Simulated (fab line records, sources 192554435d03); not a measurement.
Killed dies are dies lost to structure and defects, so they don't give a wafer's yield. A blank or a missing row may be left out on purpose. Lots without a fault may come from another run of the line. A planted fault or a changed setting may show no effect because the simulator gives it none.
fab line records | flow n5_finfet | part 1 of 2: steps 1 to 4 of 6
record lots=17 wafers=51 last_day=17
route steps=1938 shown FIN_SAQP@101 FIN_CUT@166
lots that met no fault: from a run of the same line without faults
start_h: hours from the record's first day to the start of the lot's first wafer shown | wait_h: hours since the lot's step before | " the same as in the row above | L1.1+2: a row that stands for several wafers | - no value, or no start given | * or withheld: withheld | < > ~ a bound
route shown NAME@n: a module of which the file shows steps, and the number in the route of the first | usual: mean/standard deviation of fault-free wafers | same: alike in all rows | chamber/n: place in a boat | sites: the reading at each site | _std_site: their standard deviation | _edge_site: outer sites' mean less inner sites' | radius_mm: how far each site lies from the wafer's centre | mask NAME#n: copy n | behind: the tool/chamber that last shaped the wafer | hold: why the lot was held/for how many hours/how that ended | device: the transistor (n, p or np) that didn't switch | end of line: the same wafers' tests at the end of the route | a step without rows: its recipe alone | killed: dies lost to structure and defects at the first sort, not the wafer's yield | map: a wafer's dies, x killed, . not, _ none there
set.NAME: the setting as run; set.NAME@STEP: as run at that earlier step | model.NAME: the simulator's own value behind a step, which no gauge read
steps of the route over a sample of lots; a table a step, a row a wafer
services: from which hour (start_h, from the record's first day; less than 0 if before it) a tool's chamber was out of use, for how many hours, and why
## steps
# step N5_FIN_SAQP_THK_MEAS_07
# usual thk_nm=60.0/0.86
# columns lot.wafer tool chamber start_h wait_h thk_nm
L074.2 film_metro-02 - 21.66 0.1 61.0
L074.3 " - " " 59.9
L074.5 " - " " 61.2
L076.1 film_metro-01 - 33.41 0.1 58.5
L076.2 " - " " 58.8
L076.5 " - " " 60.2
L078.2 film_metro-02 - 45.38 0.1 60.3
L078.3 " - " " 60.6
L078.6 " - " " 61.6
L080.2 film_metro-01 - 57.42 0.1 60.3
L080.3 " - " " 59.1
L080.6 " - " " 60.1
L081.1 film_metro-02 - 63.67 0.1 58.8
L081.3 " - " " 59.3
L081.6 " - " " 60.1
L082.2 film_metro-02 - 69.66 0.1 58.9
L082.3 " - " " 59.1
L082.5 " - " " 60.6
L083.1 film_metro-01 - 74.76 0.1 59.2
L083.2 " - " " 59.6
L083.6 " - " " 60.6
L084.2 film_metro-01 - 80.89 0.1 59.1
L084.3 " - " " 61.0
L084.6 " - " " 59.9
L087.3 film_metro-02 - 102.50 0.1 58.8
L087.4 " - " " 59.3
L087.5 " - " " 58.2
L088.1 film_metro-01 - 104.79 0.1 60.5
L088.4 " - " " 60.6
L088.5 " - " " 59.9
L089.1 film_metro-01 - 111.11 0.1 59.7
L089.2 " - " " 59.7
L089.6 " - " " 60.7
L090.3 film_metro-02 - 118.10 0.1 60.2
L090.4 " - " " 59.7
L090.5 " - " " 60.6
L092.1 film_metro-02 - 129.07 0.1 59.6
L092.2 " - " " 60.6
L092.5 " - " " 60.0
L093.1 film_metro-01 - 135.82 0.1 59.7
L093.2 " - " " 59.1
L093.5 " - " " 59.7
L094.1 film_metro-02 - 140.94 0.1 59.2
L094.2 " - " " 59.6
L094.4 " - " " 60.5
L095.1 film_metro-02 - 147.08 0.1 58.9
L095.3 " - " " 58.7
L095.6 " - " " 60.2
L096.2 film_metro-02 - 152.90 0.1 60.2
L096.5 " - " " 61.1
L096.6 " - " " 60.7
# step N5_FIN_SAQP_SPACER1_ETCHBACK_25
# recipe chemistry=CHF3/O2 mode=anisotropic_etchback target=SiO2 target_depth_a=244 time_s=12.2 pressure_mtorr=30 source_w=650 bias_w=170 Ar_flow_sccm=200 CHF3_flow_sccm=50 O2_flow_sccm=5 ion_energy_ev=200
# usual chamber_pressure_mTorr=30.003/0.028 drypump_motor_current_A=5.7/0.31 oes_ar_750_au=0.76/0.045 oes_product_au=0.75/0.045 rf_vpp_V=522/10 showerhead_plenum_p_Torr=2.41/0.076 throttle_valve_pct=18.95/0.24
# columns lot.wafer tool chamber start_h wait_h chamber_pressure_mTorr drypump_motor_current_A oes_ar_750_au oes_product_au rf_hours_counter_h rf_vpp_V showerhead_plenum_p_Torr throttle_valve_pct
L074.2 rie_diel-06 1 24.25 0.4 30.024 5.4 0.77 0.78 146 546 2.42 19.19
L074.3 " 3 " " 30.010 5.2 0.77 0.78 119 516 2.32 18.57
L074.5 " 0 " " 30.018 5.8 0.80 0.79 - 519 2.52 18.93
L076.1 rie_diel-02 1 35.79 0.4 29.949 5.9 0.76 0.76 165 534 2.49 19.04
L076.2 " 0 " " 30.032 5.6 0.72 0.73 168 527 2.40 18.73
L076.5 " 0 " " 30.039 5.6 0.72 0.72 - 523 2.40 18.74
L078.2 rie_diel-02 0 47.77 0.4 30.003 5.5 0.72 0.71 171 524 2.40 18.76
L078.3 " 3 " " 30.000 5.6 0.76 0.77 159 522 2.41 19.31
L078.6 " 1 " " 30.005 5.9 0.76 0.74 - 532 2.49 19.04
L080.2 rie_diel-03 1 59.74 0.4 30.032 5.3 0.75 0.75 150 506 2.50 18.81
L080.3 " 0 " " 30.023 5.6 0.81 0.80 108 518 2.33 18.84
L080.6 " 1 " " 30.046 5.3 0.76 0.73 - 506 2.50 18.81
L081.1 rie_diel-06 0 66.06 0.4 29.996 5.8 0.79 0.77 134 518 2.51 18.94
L081.3 " 3 " " 30.043 5.2 0.76 0.76 135 517 2.31 18.61
L081.6 " 0 " " 30.035 5.8 0.79 0.78 - 519 2.51 18.95
L082.2 rie_diel-06 0 72.10 0.4 29.963 5.8 0.78 0.78 136 519 2.51 18.95
L082.3 " 3 " " 29.948 5.3 0.75 0.77 137 516 2.31 18.61
L082.5 " 0 " " 29.972 5.8 0.78 0.78 - 519 2.51 18.94
L083.1 rie_diel-02 3 77.54 0.4 29.994 5.6 0.76 0.76 171 519 2.40 19.33
L083.2 " 0 " " 30.052 5.6 0.71 0.71 182 525 2.39 18.77
L083.6 " 3 " " 29.985 5.6 0.76 0.76 - 521 2.40 19.34
L084.2 rie_diel-03 1 84.72 0.5 30.022 5.3 0.75 0.73 158 506 2.49 18.81
L084.3 " 0 " " 30.055 5.5 0.80 0.80 117 521 2.32 18.87
L084.6 " 2 " " 29.971 6.1 0.74 0.73 - 513 2.40 18.73
L087.3 rie_diel-02 3 105.78 0.4 30.003 5.5 0.75 0.76 181 520 2.40 19.36
L087.4 " 2 " " 29.962 5.4 0.75 0.74 197 526 2.39 18.83
L087.5 " 0 " " 29.971 5.6 0.70 0.70 - 525 2.39 18.78
L088.1 rie_diel-02 0 107.24 0.4 30.009 5.6 0.71 0.71 191 525 2.39 18.76
L088.4 " 1 " " 30.011 5.9 0.74 0.74 187 531 2.49 19.06
L088.5 " 2 " " 29.989 5.4 0.75 0.73 - 525 2.39 18.82
L089.1 rie_diel-06 3 114.02 0.5 29.975 5.2 0.74 0.75 152 516 2.31 18.64
L089.2 " 0 " " 30.028 5.8 0.77 0.76 152 519 2.51 18.96
L089.6 " 3 " " 30.001 5.2 0.74 0.75 - 517 2.31 18.62
L090.3 rie_diel-03 3 120.66 0.4 29.999 5.9 0.89 0.88 32 528 2.53 18.63
L090.4 " 2 " " 30.010 6.1 0.73 0.71 202 513 2.39 18.73
L090.5 " 3 " " 29.948 5.9 0.89 0.89 - 527 2.53 18.65
L092.1 rie_diel-06 1 131.34 0.4 30.031 5.5 0.73 0.75 185 546 2.41 19.26
L092.2 " 0 " " 29.963 5.8 0.77 0.74 158 519 2.50 18.99
L092.5 " 2 " " 29.979 6.3 0.72 0.71 - 512 2.29 19.18
L093.1 rie_diel-06 0 138.47 0.4 29.992 5.8 0.76 0.75 162 518 2.50 18.98
L093.2 " 1 " " 29.994 5.4 0.74 0.74 189 546 2.41 19.26
L093.5 " 2 " " 30.074 6.3 0.71 0.71 - 514 2.29 19.20
L094.1 rie_diel-06 2 143.24 0.4 29.960 6.2 0.71 0.71 243 515 2.29 19.20
L094.2 " 1 " " 29.992 5.5 0.74 0.75 191 546 2.41 19.27
L094.4 " 3 " " 30.020 5.2 0.74 0.76 154 516 2.31 18.63
L095.1 rie_diel-03 0 149.60 0.4 30.027 5.5 0.79 0.77 137 519 2.32 18.90
L095.3 " 2 " " 29.974 6.2 0.72 0.70 211 512 2.39 18.77
L095.6 " 1 " " 30.014 5.3 0.73 0.70 - 506 2.48 18.85
L096.2 rie_diel-06 3 155.35 0.4 30.002 5.2 0.74 0.74 157 515 2.30 18.63
L096.5 " 1 " " 30.022 5.4 0.72 0.73 - 545 2.40 19.28
L096.6 " 2 " " 29.982 6.3 0.71 0.69 - 512 2.29 19.20
# step N5_FIN_SAQP_ETCH_57
# recipe chemistry=CH3F/O2 target=SiNx mask_material=SiO2 target_depth_a=325 time_s=46.4 pressure_mtorr=30 source_w=395 bias_w=73 Ar_flow_sccm=150 CH3F_flow_sccm=30 O2_flow_sccm=20 ion_energy_ev=120 ends=cleared
# usual chamber_pressure_mTorr=29.998/0.026 drypump_motor_current_A=5.7/0.31 etch_rf_on_time_s=46.3/0.96 oes_ar_750_au=0.76/0.046 oes_product_au=0.65/0.04 rf_vpp_V=296/5.7 showerhead_plenum_p_Torr=2.00/0.066 throttle_valve_pct=16.39/0.22
# columns lot.wafer tool chamber start_h wait_h chamber_pressure_mTorr drypump_motor_current_A etch_rf_on_time_s oes_ar_750_au oes_product_au rf_hours_counter_h rf_vpp_V showerhead_plenum_p_Torr throttle_valve_pct
L074.2 rie_diel-02 2 24.49 0.0 30.035 5.4 45.7 0.76 0.65 173 298 1.99 16.25
L074.3 " 3 " " 29.979 5.6 45.4 0.78 0.66 152 295 2.00 16.69
L074.5 " 0 " " 30.013 5.5 47.8 0.72 0.63 - 298 2.00 16.23
L076.1 rie_diel-03 2 36.04 0.0 29.996 6.1 46.3 0.74 0.64 173 291 2.00 16.16
L076.2 " 1 " " 30.002 5.3 45.5 0.75 0.65 141 287 2.08 16.25
L076.5 " 0 " " 30.037 5.6 47.2 0.82 0.69 - 296 1.93 16.28
L078.2 rie_diel-02 2 48.01 0.0 30.012 5.4 44.9 0.76 0.64 180 299 1.99 16.28
L078.3 " 1 " " 29.972 5.8 46.4 0.76 0.65 168 302 2.07 16.47
L078.6 " 0 " " 30.027 5.6 47.8 0.72 0.62 - 299 1.99 16.25
L080.2 rie_diel-06 2 59.99 0.0 29.981 6.3 45.4 0.73 0.62 211 290 1.91 16.61
L080.3 " 3 " " 29.982 5.2 46.2 0.75 0.65 133 292 1.92 16.03
L080.6 " 3 " " 30.027 5.2 46.2 0.76 0.65 - 292 1.92 16.02
L081.1 rie_diel-06 0 66.31 0.0 29.968 5.8 45.7 0.79 0.65 134 295 2.09 16.39
L081.3 " 1 " " 29.972 5.4 46.6 0.76 0.66 160 310 2.00 16.62
L081.6 " 1 " " 29.998 5.4 46.8 0.76 0.65 - 307 2.00 16.63
L082.2 rie_diel-06 1 72.35 0.0 29.984 5.4 46.5 0.76 0.65 163 308 2.00 16.62
L082.3 " 2 " " 30.017 6.2 46.2 0.73 0.61 216 292 1.90 16.63
L082.5 " 2 " " 30.002 6.2 45.6 0.73 0.62 - 292 1.91 16.62
L083.1 rie_diel-06 1 77.78 0.0 29.984 5.4 45.7 0.75 0.66 166 310 2.00 16.62
L083.2 " 0 " " 30.018 5.8 44.8 0.77 0.66 139 295 2.09 16.41
L083.6 " 2 " " 29.987 6.3 45.7 0.73 0.61 - 291 1.90 16.64
L084.2 rie_diel-03 1 84.96 0.0 29.999 5.3 45.8 0.75 0.62 158 288 2.07 16.26
L084.3 " 3 " " 30.045 5.9 46.8 0.91 0.77 20 300 2.11 16.06
L084.6 " 0 " " 30.030 5.6 46.9 0.81 0.68 - 293 1.93 16.32
L087.3 rie_diel-02 0 106.03 0.0 29.969 5.6 48.3 0.70 0.60 191 297 1.99 16.29
L087.4 " 1 " " 30.016 5.9 45.7 0.74 0.63 187 301 2.06 16.51
L087.5 " 3 " " 29.973 5.6 46.4 0.76 0.64 - 296 1.99 16.76
L088.1 rie_diel-03 0 107.60 0.1 30.013 5.6 45.7 0.80 0.68 124 295 1.92 16.31
L088.4 " 2 " " 30.008 6.1 46.9 0.74 0.62 198 291 1.99 16.21
L088.5 " 3 " " 29.991 5.9 47.3 0.89 0.77 - 302 2.11 16.08
L089.1 rie_diel-03 1 114.46 0.2 30.066 5.3 45.4 0.73 0.62 167 287 2.07 16.30
L089.2 " 3 " " 30.008 5.9 46.6 0.89 0.76 30 300 2.11 16.09
L089.6 " 0 " " 29.984 5.6 46.8 0.80 0.67 - 294 1.92 16.33
L090.3 rie_diel-02 2 121.11 0.2 29.987 5.4 46.7 0.75 0.62 202 299 1.98 16.30
L090.4 " 0 " " 30.002 5.6 46.7 0.70 0.60 196 297 1.99 16.30
L090.5 " 2 " " 29.983 5.4 45.9 0.74 0.62 - 300 1.98 16.31
L092.1 rie_diel-06 0 131.59 0.0 29.998 5.8 45.4 0.77 0.63 158 294 2.08 16.43
L092.2 " 1 " " 29.984 5.5 45.7 0.74 0.64 185 308 2.00 16.69
L092.5 " 2 " " 30.030 6.3 46.2 0.72 0.60 - 293 1.90 16.66
L093.1 rie_diel-03 3 138.72 0.0 29.998 5.9 47.2 0.87 0.74 38 301 2.11 16.11
L093.2 " 0 " " 30.004 5.5 45.3 0.79 0.68 135 294 1.92 16.35
L093.5 " 2 " " 29.993 6.1 46.7 0.72 0.61 - 291 1.98 16.23
L094.1 rie_diel-03 1 143.50 0.1 29.998 5.3 47.8 0.73 0.60 176 287 2.06 16.29
L094.2 " 3 " " 30.017 5.9 48.3 0.87 0.74 39 299 2.11 16.11
L094.4 " 2 " " 29.984 6.1 47.7 0.72 0.61 209 293 1.98 16.23
L095.1 rie_diel-06 1 149.86 0.1 29.984 5.4 47.3 0.73 0.64 194 309 1.99 16.67
L095.3 " 0 " " 29.975 5.8 46.9 0.76 0.64 167 295 2.08 16.45
L095.6 " 2 " " 29.984 6.3 47.2 0.71 0.60 - 291 1.90 16.68
L096.2 rie_diel-06 0 155.60 0.0 29.994 5.8 45.4 0.76 0.64 168 292 2.08 16.47
L096.5 " 2 " " 30.000 6.3 45.6 0.71 0.60 - 290 1.89 16.71
L096.6 " 1 " " 29.960 5.5 46.6 0.73 0.63 - 309 1.99 16.67
# step N5_FIN_SAQP_SPACER2_ETCHBACK_29
# recipe chemistry=CHF3/O2 mode=anisotropic_etchback target=SiO2 target_depth_a=122 time_s=6.1 pressure_mtorr=30 source_w=650 bias_w=170 Ar_flow_sccm=200 CHF3_flow_sccm=50 O2_flow_sccm=5 ion_energy_ev=200
# usual chamber_pressure_mTorr=30.002/0.028 drypump_motor_current_A=5.65/0.3 oes_ar_750_au=0.75/0.043 oes_product_au=0.75/0.042 rf_vpp_V=523/9.7 showerhead_plenum_p_Torr=2.41/0.07 throttle_valve_pct=18.95/0.23
# columns lot.wafer tool chamber start_h wait_h chamber_pressure_mTorr drypump_motor_current_A oes_ar_750_au oes_product_au rf_hours_counter_h rf_vpp_V showerhead_plenum_p_Torr throttle_valve_pct
L074.2 rie_diel-02 3 25.81 0.2 30.034 5.56 0.78 0.78 153 521 2.41 19.30
L074.3 " 0 " " 29.987 5.57 0.73 0.73 165 526 2.40 18.73
L074.5 " 3 " " 30.002 5.57 0.78 0.78 - 521 2.41 19.31
L076.1 rie_diel-02 0 37.44 0.2 29.992 5.65 0.72 0.73 168 526 2.40 18.75
L076.2 " 1 " " 30.003 5.87 0.76 0.75 165 532 2.49 19.01
L076.5 " 2 " " 29.982 5.39 0.76 0.75 - 526 2.40 18.82
L078.2 rie_diel-06 0 49.33 0.2 29.985 5.81 0.79 0.78 127 518 2.52 18.95
L078.3 " 1 " " 30.029 5.46 0.76 0.78 154 546 2.42 19.22
L078.6 " 0 " " 30.032 5.83 0.79 0.78 - 518 2.52 18.93
L080.2 rie_diel-03 2 61.60 0.3 30.052 6.14 0.74 0.73 183 513 2.40 18.71
L080.3 " 0 " " 30.021 5.56 0.81 0.81 109 520 2.33 18.83
L080.6 " 0 " " 29.973 5.56 0.81 0.81 - 517 2.33 18.83
L081.1 rie_diel-02 1 68.36 0.2 30.005 5.88 0.75 0.75 174 533 2.49 19.03
L081.3 " 2 " " 30.021 5.39 0.76 0.74 188 527 2.40 18.83
L081.6 " 0 " " 29.981 5.60 0.72 0.72 - 527 2.40 18.76
L082.2 rie_diel-03 3 73.72 0.2 29.952 5.92 0.92 0.92 16 529 2.54 18.61
L082.3 " 1 " " 30.004 5.31 0.75 0.74 154 507 2.49 18.82
L082.5 " 1 " " 29.988 5.33 0.75 0.74 - 506 2.49 18.82
L083.1 rie_diel-06 1 79.20 0.2 29.977 5.46 0.75 0.76 167 546 2.42 19.22
L083.2 " 0 " " 29.990 5.81 0.78 0.77 140 519 2.51 18.95
L083.6 " 2 " " 30.032 6.26 0.73 0.72 - 514 2.30 19.17
L084.2 rie_diel-02 0 86.43 0.3 30.003 5.59 0.71 0.71 184 526 2.39 18.79
L084.3 " 3 " " 29.957 5.56 0.76 0.76 174 521 2.40 19.35
L084.6 " 2 " " 30.010 5.37 0.75 0.73 - 526 2.39 18.82
L087.3 rie_diel-03 1 107.53 0.2 30.047 5.29 0.74 0.72 165 506 2.49 18.84
L087.4 " 3 " " 30.007 5.93 0.90 0.89 27 529 2.54 18.62
L087.5 " 1 " " 29.967 5.27 0.74 0.73 - 506 2.49 18.83
L088.1 rie_diel-02 0 109.18 0.2 30.011 5.67 0.70 0.71 192 525 2.39 18.80
L088.4 " 3 " " 30.011 5.56 0.76 0.75 183 520 2.40 19.37
L088.5 " 0 " " 30.002 5.67 0.70 0.70 - 524 2.39 18.79
L089.1 rie_diel-06 2 116.38 0.3 29.970 6.27 0.72 0.71 231 513 2.29 19.19
L089.2 " 3 " " 30.076 5.21 0.73 0.75 153 515 2.31 18.63
L089.6 " 1 " " 29.996 5.43 0.75 0.75 - 547 2.41 19.25
L090.3 rie_diel-02 3 122.47 0.2 29.983 5.57 0.75 0.75 188 521 2.40 19.36
L090.4 " 1 " " 29.951 5.87 0.74 0.73 193 532 2.48 19.06
L090.5 " 1 " " 30.016 5.87 0.73 0.73 - 533 2.48 19.08
L092.1 rie_diel-03 0 132.92 0.2 30.058 5.53 0.79 0.79 132 520 2.32 18.89
L092.2 " 3 " " 29.995 5.92 0.89 0.88 36 528 2.53 18.64
L092.5 " 1 " " 29.966 5.30 0.74 0.71 - 507 2.49 18.85
L093.1 rie_diel-02 3 140.06 0.2 29.930 5.55 0.74 0.74 194 521 2.39 19.38
L093.2 " 0 " " 30.023 5.65 0.70 0.70 203 525 2.39 18.80
L093.5 " 3 " " 30.046 5.55 0.74 0.74 - 523 2.39 19.39
L094.1 rie_diel-02 3 144.95 0.3 30.088 5.57 0.74 0.75 196 519 2.39 19.38
L094.2 " 0 " " 30.019 5.58 0.69 0.71 205 525 2.38 18.81
L094.4 " 1 " " 30.051 5.86 0.73 0.74 201 533 2.48 19.09
L095.1 rie_diel-06 3 151.39 0.2 29.964 5.21 0.74 0.75 156 515 2.30 18.62
L095.3 " 0 " " 29.968 5.79 0.75 0.74 167 518 2.50 19.00
L095.6 " 1 " " 29.999 5.40 0.73 0.74 - 546 2.40 19.28
L096.2 rie_diel-06 2 156.91 0.2 29.991 6.28 0.71 0.71 247 514 2.29 19.21
L096.5 " 1 " " 30.005 5.37 0.73 0.74 - 545 2.40 19.26
L096.6 " 0 " " 29.981 5.80 0.76 0.75 - 519 2.50 19.02
